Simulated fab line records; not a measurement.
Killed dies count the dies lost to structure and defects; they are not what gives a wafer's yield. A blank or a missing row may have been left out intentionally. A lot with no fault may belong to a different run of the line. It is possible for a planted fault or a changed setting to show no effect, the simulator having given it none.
Matching of chambers	flow nand_harc	NHARC_P_M1_PRE_CLEAN_32 on pecvd-04 has 3 sister chambers
The step time 12 s. 20 wafers are shown with their chamber, then 10 later ones without.

WAFERS WITH THEIR CHAMBER
wafer	chamber	heater_power_w (W)
L074.2	0	585
L074.3	2	650
L074.6	1	714
L075.3	1	582
L075.4	0	507
L075.6	1	605
L076.1	1	648
L076.5	1	636
L076.6	2	597
L083.2	1	669
L083.3	0	570
L083.4	0	580
L084.1	0	550
L084.2	1	647
L084.6	1	636
L086.4	2	603
L086.5	2	624
L086.6	0	579
L087.1	2	596
L087.5	0	579

SIGNATURES (averages over the wafers above)
reading	chamber 0	chamber 1	chamber 2	scatter within a chamber
heater_power_w	564.29	642.12	614.00	32.3
Rule: distance of a wafer from a chamber = root of the sum over the readings of ((wafer's reading minus chamber's mean) / reading's scatter) squared. The wafer belongs to the nearest chamber; if the next one is less than 2 further off, it can't be placed. The scatter: take each reading less its chamber's mean, square it, sum over the shown wafers, divide by the number of wafers less the number of chambers, and take the root.

WAFERS WHOSE CHAMBER IS MISSING
wafer	heater_power_w (W)
L087.6	591
L091.1	544
L091.3	626
L091.4	561
L092.2	539
L092.3	593
L092.4	590
L094.1	495
L094.4	563
L094.6	500

WHICH CHAMBER EACH WENT THROUGH
wafer	from the rows above	in truth
L087.6	can't be placed: 2 or 0 or 1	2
L091.1	can't be placed: 0 or 2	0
L091.3	can't be placed: 2 or 1 or 0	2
L091.4	can't be placed: 0 or 2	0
L092.2	can't be placed: 0 or 2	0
L092.3	can't be placed: 2 or 0 or 1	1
L092.4	can't be placed: 2 or 0 or 1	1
L094.1	can't be placed: 0 or 2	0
L094.4	can't be placed: 0 or 2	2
L094.6	can't be placed: 0 or 2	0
Correctly placed: 0 of 10. Can't be placed from these rows: 10 (the true chamber is among the candidates in 10). Number placed wrongly: 0.
